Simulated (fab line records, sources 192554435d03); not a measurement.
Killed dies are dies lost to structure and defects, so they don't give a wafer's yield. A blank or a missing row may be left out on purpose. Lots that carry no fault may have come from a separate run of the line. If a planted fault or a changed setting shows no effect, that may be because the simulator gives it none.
Code-filled problem report in 8D (eight disciplines) form ; flow n5_finfet ; the parts of the form that need people (team, actions taken, sign-off) are left out

## 1. THE ISSUE
Wafers without a fault read 39, standard deviation 11; killed_at_front_end at N5_PASSIVATION_PROBE_49 reads a mean of 132 on 6 wafers belonging to 2 lots. Relative to the usual mean, that is a shift of +8.4 standard deviations.
The first sign was on wafer L622.2 at day 14 10:04, on prober-01. The record has a number at this step for 6 wafers belonging to 2 lots. By rule, "out" or "out of limits" means more than 4 standard deviations away from the usual mean. All remaining wafers that have a number are taken as sound.

## 2. WHAT THIS IS AND IS NOT
question;is;is not
which readings at this step;killed_at_front_end, sort_bin_5_function;killed_at_M4_up, killed_at_contacts, killed_open, killed_short
which lots;L622, L624;-
which wafers of those lots;all that have a number;-
read on which tools;prober-01;-
when;from day 14 10:04;up to then (0 sound wafers)

## 3. SUSPECTS, AND WHAT RULES EACH OUT
Counting: a tool stays on the suspect list if, at a process step up to the reading, it processed all lots that are out and no sound lot following the first of them.
- wet_bench-06 at N5_HKMG_FIN_WET_ETCH_73 (etches the open film in SC1, time 42.3 s, target depth 1.3 nm, rinse time 30 s): kept. It ran every lot that is out, first L622 (day 6 12:47), and no sound lot after that.
- prober-01 at N5_PASSIVATION_PROBE_49: kept. It ran every lot that is out, first L622 (day 14 10:04), and no sound lot after that. Out on those wafers are its own readings of killed_at_front_end, sort_bin_5_function.
Remaining after the count are wet_bench-06 at N5_HKMG_FIN_WET_ETCH_73 and prober-01 at N5_PASSIVATION_PROBE_49.

## 4. THE CAUSE (what the simulator had put in)
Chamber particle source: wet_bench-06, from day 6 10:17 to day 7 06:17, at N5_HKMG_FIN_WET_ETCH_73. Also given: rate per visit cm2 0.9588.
This tool is one of the 2 suspects left after counting.

## 5. THE CHAIN OF EFFECTS, in route order
Rows list readings where the struck wafers' mean (over those with a number) sits beyond 3 standard deviations from the usual. Scope: only readings with a usual standard deviation given in the record; hours: median across lots of the time from each lot's start at the first step in this table that gives one to its start at this step; sigmas: change in usual standard deviations.
hours;step;reading;usual;on struck wafers;change;sigmas
0;N5_PASSIVATION_PROBE_49;defect_limited_yield;91.3 %;82.6;-8.7;-5.8
0;N5_PASSIVATION_PROBE_49;killed_at_front_end;39;132;+92;+8.4
0;N5_PASSIVATION_PROBE_49;killed_dies;102;205;+103;+5.7
0;N5_PASSIVATION_PROBE_49;killed_on_rim;13;28;+14;+3.8
0;N5_PASSIVATION_PROBE_49;sort_bin_5_function;5.1 %;10.6;+5.5;+5.5
0;N5_PASSIVATION_PROBE_49;sort_n_pass;1077;975;-102;-5.4
0;N5_PASSIVATION_PROBE_49;sort_yield_pct;91.3 %;82.6;-8.7;-5.4
Process steps it contains:
- N5_PASSIVATION_PROBE_49

## 6. HOW IT WOULD HAVE BEEN CAUGHT EARLIER
In this record no reading fell out of limits until day 14 10:04, 192 hours after the fault had begun at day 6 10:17.
Lots out: 2; all had begun N5_HKMG_FIN_WET_ETCH_73 on wet_bench-06 by day 14 10:04. Tool hold at that time: it would have spared none of them.
